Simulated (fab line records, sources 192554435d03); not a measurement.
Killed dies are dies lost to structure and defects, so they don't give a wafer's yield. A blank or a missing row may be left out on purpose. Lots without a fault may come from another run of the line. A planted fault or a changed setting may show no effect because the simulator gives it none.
fab line records | flow n5_finfet
record lots=5 wafers=15 last_day=17
route steps=1938 shown BEOL_M1@801 BEOL_M4@1111
lots that met no fault: from a run of the same line without faults
start_h: hours from the record's first day to the start of the lot's first wafer shown | wait_h: hours since the lot's step before | " the same as in the row above | L1.1+2: a row that stands for several wafers | - no value, or no start given | * or withheld: withheld | < > ~ a bound
route shown NAME@n: a module of which the file shows steps, and the number in the route of the first | usual: mean/standard deviation of fault-free wafers | same: alike in all rows | chamber/n: place in a boat | sites: the reading at each site | _std_site: their standard deviation | _edge_site: outer sites' mean less inner sites' | radius_mm: how far each site lies from the wafer's centre | mask NAME#n: copy n | behind: the tool/chamber that last shaped the wafer | hold: why the lot was held/for how many hours/how that ended | device: the transistor (n, p or np) that didn't switch | end of line: the same wafers' tests at the end of the route | a step without rows: its recipe alone | killed: dies lost to structure and defects at the first sort, not the wafer's yield | map: a wafer's dies, x killed, . not, _ none there
set.NAME: the setting as run; set.NAME@STEP: as run at that earlier step | model.NAME: the simulator's own value behind a step, which no gauge read
lots at some steps of the route; a table a step, a row a wafer
services: from which hour (start_h, from the record's first day; less than 0 if before it) a tool's chamber was out of use, for how many hours, and why
## steps
# step N5_BEOL_M1_ETCH_41
# recipe chemistry=CH3F/O2 target=SiCN target_depth_a=319 taper_deg=2 time_s=57.8 ion_energy_ev=120 mask_material=TiN pressure_mtorr=30 source_w=395 bias_w=75 Ar_flow_sccm=150 CH3F_flow_sccm=30 O2_flow_sccm=20
# usual drypump_motor_current_A=5.7/0.39 oes_product_au=0.80/0.074 rf_vpp_V=297.4/1.2 showerhead_plenum_p_Torr=2.01/0.045 throttle_valve_pct=16.27/0.28
# columns lot.wafer tool chamber start_h wait_h drypump_motor_current_A oes_product_au rf_hours_counter_h rf_vpp_V showerhead_plenum_p_Torr throttle_valve_pct
L152.2 rie_diel-01 3 - - 5.1 0.70 235 298.8 2.05 16.42
L152.4 " 1 " " 5.7 0.86 62 297.3 2.03 16.20
L152.5 " 0 " " 5.6 0.78 - 298.6 2.02 16.29
L154.1 rie_diel-03 2 - - 5.4 0.76 130 297.4 2.01 16.26
L154.4 " 0 " " 6.2 0.80 109 296.8 1.93 16.03
L154.5 " 0 " " 6.2 0.80 - 296.3 1.93 16.03
L161.3 rie_diel-01 0 - - 5.6 0.76 135 297.3 2.01 16.32
L161.5 " 2 " " 5.7 0.84 - 295.9 1.94 15.95
L161.6 " 0 " " 5.6 0.76 - 297.2 2.01 16.32
L171.1 rie_diel-05 3 - - 5.4 0.73 193 297.0 1.98 16.83
L171.2 " 2 " " 5.0 0.87 46 298.7 2.04 15.80
L171.5 " 0 " " 5.7 0.68 - 295.7 1.97 16.73
L174.1 rie_diel-03 1 - - 6.2 0.72 177 297.6 2.08 16.34
L174.3 " 3 " " 6.3 0.85 62 298.0 2.03 16.14
L174.6 " 0 " " 6.2 0.76 - 295.9 1.92 16.11
# step N5_BEOL_M1_STRIP_97
# recipe chemistry=N2/H2 time_s=10 power_w=450 temp_c=40 pressure_mtorr=20 rf_frequency_hz=6e+07 bias_power_w=7 n2_flow_sccm=200 h2_flow_sccm=200
# step N5_BEOL_M1_OCD_MEAS_38
# usual trench_depth_nm=55.2/0.76
# columns lot.wafer tool chamber start_h wait_h trench_depth_nm
L152.2 ocd-01 - 130.99 - 55.6
L152.4 " - " " 55.1
L152.5 " - " " 55.3
L154.1 ocd-02 - 131.02 - 54.9
L154.4 " - " " 54.1
L154.5 " - " " 54.0
L161.3 ocd-02 - 179.63 - 56.3
L161.5 " - " " 56.4
L161.6 " - " " 56.1
L171.1 ocd-01 - 253.82 - 55.1
L171.2 " - " " 56.7
L171.5 " - " " 54.9
L174.1 ocd-01 - 260.98 - 53.4
L174.3 " - " " 55.5
L174.6 " - " " 54.7
# step N5_BEOL_M1_HM_STRIP_39
# recipe chemistry=peroxide_tin_strip material=TiN target_depth_a=250 temp_c=50 time_s=158
# step N5_BEOL_M1_SRD_40
# recipe time_s=30 temp_c=23 rinse_liquid=diw dry=ipa_marangoni
# step N5_BEOL_M1_PRECLEAN_42
# recipe chemistry=residue_remover time_s=60 temp_c=40
# step N5_BEOL_M1_SRD_43
# recipe time_s=30 temp_c=23 rinse_liquid=diw dry=ipa_marangoni
# step N5_BEOL_M1_CD_MEAS_35
# recipe target_cd_nm=18 target_cd_y_nm=21 polarity=opening
# usual cd_nm=18.14/0.29
# columns lot.wafer tool chamber start_h wait_h cd_nm
L152.2 cd_sem-02 - 131.15 0.0 17.56
L152.4 " - " " 17.54
L152.5 " - " " 17.79
L154.1 cd_sem-01 - 131.17 0.0 18.49
L154.4 " - " " 18.35
L154.5 " - " " 18.45
L161.3 cd_sem-02 - 179.79 0.0 18.35
L161.5 " - " " 18.43
L161.6 " - " " 18.51
L171.1 cd_sem-01 - 253.98 0.0 17.77
L171.2 " - " " 18.41
L171.5 " - " " 18.28
L174.1 cd_sem-01 - 261.13 0.0 18.08
L174.3 " - " " 18.12
L174.6 " - " " 17.83
# step N5_BEOL_M1_DEGAS_44
# recipe ambient=vacuum temp_c=250 time_s=60
# usual heater_power_w=336/43 susceptor_temp_C=250.01/0.17
# columns lot.wafer tool chamber start_h wait_h heater_power_w susceptor_temp_C
L152.2 pvd_sputter-03 - 131.57 0.4 294 249.85
L152.4 " - " " 332 250.18
L152.5 " - " " 333 249.79
L154.1 pvd_sputter-03 - 131.65 0.5 336 249.95
L154.4 " - " " 351 250.09
L154.5 " - " " 291 250.23
L161.3 pvd_sputter-01 - 180.01 0.2 364 250.10
L161.5 " - " " 369 249.97
L161.6 " - " " 394 250.24
L171.1 pvd_sputter-03 - 254.31 0.3 342 249.72
L171.2 " - " " 297 250.00
L171.5 " - " " 304 250.17
L174.1 pvd_sputter-02 - 261.59 0.5 418 249.96
L174.3 " - " " 305 249.97
L174.6 " - " " 426 249.73
# step N5_BEOL_M1_PRE_CLEAN_45
# recipe gas=H2/He time_s=30 temp_c=250
# usual heater_power_w=336/43 susceptor_temp_C=250.01/0.18
# columns lot.wafer tool chamber start_h wait_h heater_power_w susceptor_temp_C
L152.2 pvd_sputter-03 - 131.61 0.0 303 249.78
L152.4 " - " " 338 249.84
L152.5 " - " " 333 249.50
L154.1 pvd_sputter-03 - 131.69 0.0 338 249.74
L154.4 " - " " 347 249.74
L154.5 " - " " 292 250.02
L161.3 pvd_sputter-01 - 180.05 0.0 367 250.22
L161.5 " - " " 372 250.02
L161.6 " - " " 392 250.12
L171.1 pvd_sputter-03 - 254.35 0.0 352 250.17
L171.2 " - " " 294 249.87
L171.5 " - " " 306 250.05
L174.1 pvd_sputter-02 - 261.63 0.0 434 249.79
L174.3 " - " " 304 249.85
L174.6 " - " " 411 250.13
# step N5_BEOL_M1_ALD_84
# recipe material=TaN target_thk_a=* temp_c=275 ald_precursor_family=PDMAT ald_co_reactant=NH3 pressure_torr=3 carrier_flow_sccm=1500 pulse_time_s=2 purge_time_s=3 co_reactant_purge_time_s=2 co_reactant_pulse_time_s=3 ald_cycles=30 precursor_vessel_temp_c=75 precursor_vessel_pressure_torr=26.25 precursor_vessel_carrier_sccm=1000
# usual heater_power_w=427/60 susceptor_temp_C=275.01/0.2
# same ald_cycles=30 co_reactant_purge_time_s=2
# columns lot.wafer tool chamber start_h wait_h heater_power_w susceptor_temp_C
L152.2 ald_metal-03 0 131.69 0.1 394 274.89
L152.4 " 3 " " 424 274.88
L152.5 " 1 " " 500 274.81
L154.1 ald_metal-01 3 131.75 0.0 433 274.69
L154.4 " 0 " " 430 275.02
L154.5 " 2 " " 309 274.75
L161.3 ald_metal-04 2 180.34 0.3 528 275.15
L161.5 " 0 " " 457 274.98
L161.6 " 1 " " 413 275.00
L171.1 ald_metal-01 3 254.44 0.1 442 275.26
L171.2 " 1 " " 456 275.25
L171.5 " 3 " " 432 275.22
L174.1 ald_metal-01 2 261.69 0.0 306 275.14
L174.3 " 1 " " 449 274.99
L174.6 " 3 " " 446 275.11
# step N5_BEOL_M1_SURFACE_TREAT_85
# recipe gas=Ar time_s=* ion_energy_ev=* ion_current_ma_cm2=0.5 pressure_mtorr=* ar_flow_sccm=30
# usual throttle_valve_pct=*
# columns lot.wafer tool chamber start_h wait_h throttle_valve_pct
L152.2 pvd_sputter-01 - 131.92 0.1 *
L152.4 " - " " *
L152.5 " - " " *
L154.1 pvd_sputter-01 - 132.04 0.2 *
L154.4 " - " " *
L154.5 " - " " *
L161.3 pvd_sputter-03 - 180.68 0.2 *
L161.5 " - " " *
L161.6 " - " " *
L171.1 pvd_sputter-02 - 254.83 0.3 *
L171.2 " - " " *
L171.5 " - " " *
L174.1 pvd_sputter-02 - 261.97 0.2 *
L174.3 " - " " *
L174.6 " - " " *
# step N5_BEOL_M1_CVD_47
# recipe material=Co target_thk_a=30 temp_c=withheld precursor=CCTBA/H2 pressure_torr=30 time_s=223.8
# usual run_length_s=246.9/0.59
# columns lot.wafer tool chamber start_h wait_h run_length_s
L152.2 cvd_co-02 2 132.08 0.1 247.1
L152.4 " 1 " " 247.6
L152.5 " 0 " " 247.2
L154.1 cvd_co-02 0 132.22 0.2 247.2
L154.4 " 2 " " 246.4
L154.5 " 0 " " 247.5
L161.3 cvd_co-02 0 180.83 0.1 247.3
L161.5 " 0 " " 247.5
L161.6 " 2 " " 249.6
L171.1 cvd_co-01 0 255.12 0.3 245.6
L171.2 " 1 " " 247.5
L171.5 " 2 " " 246.6
L174.1 cvd_co-02 1 262.06 0.1 247.5
L174.3 " 0 " " 247.2
L174.6 " 0 " " 247.7
# step N5_BEOL_M1_SPUTTER_48
# recipe material=Cu target_thk_a=45 temp_c=-20 chamber_pressure_pa=0.07 power_w=withheld time_s=8.29
# step N5_BEOL_M4_RC_MEAS_101
# usual DIBL_N=36.4/1.4 DIBL_P=36.3/1.5 IOFF_N=0.162/0.023 IOFF_P=0.211/0.027 ION_N=676/9.7 ION_P=463/6.4 SS_N=71.5/0.5 SS_P=73.3/0.6 VT_N=249.3/2.5 VT_P=-249.9/2.8
# columns lot.wafer tool chamber start_h wait_h DIBL_N[mV/V] DIBL_P[mV/V] IOFF_N[nA/um] IOFF_P[nA/um] ION_N[uA/um] ION_P[uA/um] SS_N[mV/dec] SS_P[mV/dec] VT_N[mV] VT_P[mV]
L152.2 prober-02 0 171.16 0.2 38.8 38.1 0.214 0.264 682 466 72.4 73.6 246.8 -245.8
L152.4 " 0 " " 37.5 36.3 0.176 0.220 686 471 72.9 72.8 245.5 -247.4
L152.5 " 0 " " 39.7 38.7 0.214 0.266 676 463 72.6 74.1 246.7 -247.1
L154.1 prober-02 0 173.55 0.0 35.1 33.4 0.136 0.177 674 463 70.7 72.5 250.0 -251.0
L154.4 " 0 " " 34.5 33.2 0.129 0.177 678 470 71.0 72.2 249.5 -249.8
L154.5 " 0 " " 37.4 37.0 0.182 0.226 697 478 71.5 73.4 248.2 -248.1
L161.3 prober-02 0 227.09 0.3 36.4 37.6 0.187 0.236 675 466 71.5 73.3 245.9 -248.2
L161.5 " 0 " " 35.3 36.2 0.162 0.210 668 465 71.6 72.6 248.8 -250.3
L161.6 " 0 " " 34.2 34.4 0.141 0.187 665 455 70.8 72.2 250.2 -252.6
L171.1 prober-02 0 292.36 0.0 37.1 37.4 0.181 0.213 680 459 71.9 73.9 249.6 -253.4
L171.2 " 0 " " 35.8 36.2 0.156 0.195 683 465 70.9 73.8 249.4 -253.5
L171.5 " 0 " " 34.9 34.9 0.152 0.181 677 455 71.1 73.4 249.9 -255.1
L174.1 prober-01 0 296.12 0.0 37.1 37.6 0.166 0.215 694 473 71.7 72.8 247.7 -249.5
L174.3 " 0 " " 40.1 41.0 0.224 0.282 693 471 72.4 73.8 244.3 -247.7
L174.6 " 0 " " 36.9 36.3 0.155 0.202 663 457 71.2 73.4 252.6 -251.1
## services
# columns tool chamber start_h hours kind
ald_metal-04 0 113.79 5.6 repair
cvd_co-01 1 114.67 - clean
cvd_co-01 1 114.67 22.0 scheduled_down
cvd_co-01 1 114.67 22.0 vent_cycle
pvd_sputter-03 - 118.23 5.8 repair
rie_diel-01 0 123.95 6.4 repair
cvd_co-01 - 131.37 6.9 pm
pvd_sputter-01 - 164.86 1.5 repair
ald_metal-01 - 166.22 0.4 repair
rie_diel-01 3 177.08 - clean
rie_diel-01 3 177.08 - consumable_replace:focus_ring
rie_diel-01 3 177.08 12.5 scheduled_down
rie_diel-01 3 177.08 12.5 vent_cycle
ald_metal-03 - 178.01 2.8 pm
pvd_sputter-02 - 187.05 3.7 repair
cvd_co-02 - 193.68 4.3 pm
ald_metal-03 2 227.07 25.8 repair
rie_diel-01 - 232.90 2.8 pm
rie_diel-03 2 248.66 32.5 repair
rie_diel-05 - 255.94 4.4 repair
ald_metal-01 0 260.24 7.8 repair
rie_diel-03 3 261.12 1.6 repair
rie_diel-05 0 261.54 - clean
rie_diel-05 0 261.54 - consumable_replace:focus_ring
## key
first_sign step=N5_BEOL_M1_CVD_47 reading=run_length_s direction=up sigmas=4.6 usual=* struck=*
effect none on later readings
met_at N5_BEOL_M1_CVD_47
struck_wafers L161.6
onset_between 132.22 180.83
fault kind=process_parameter_drift tool=cvd_co-02 chamber=- onset_h=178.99 steps=N5_BEOL_M1_CVD_47 channel=time_s offset=* shape=step end_h=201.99 scope=struck_wafers_only acts_in=* stated=*
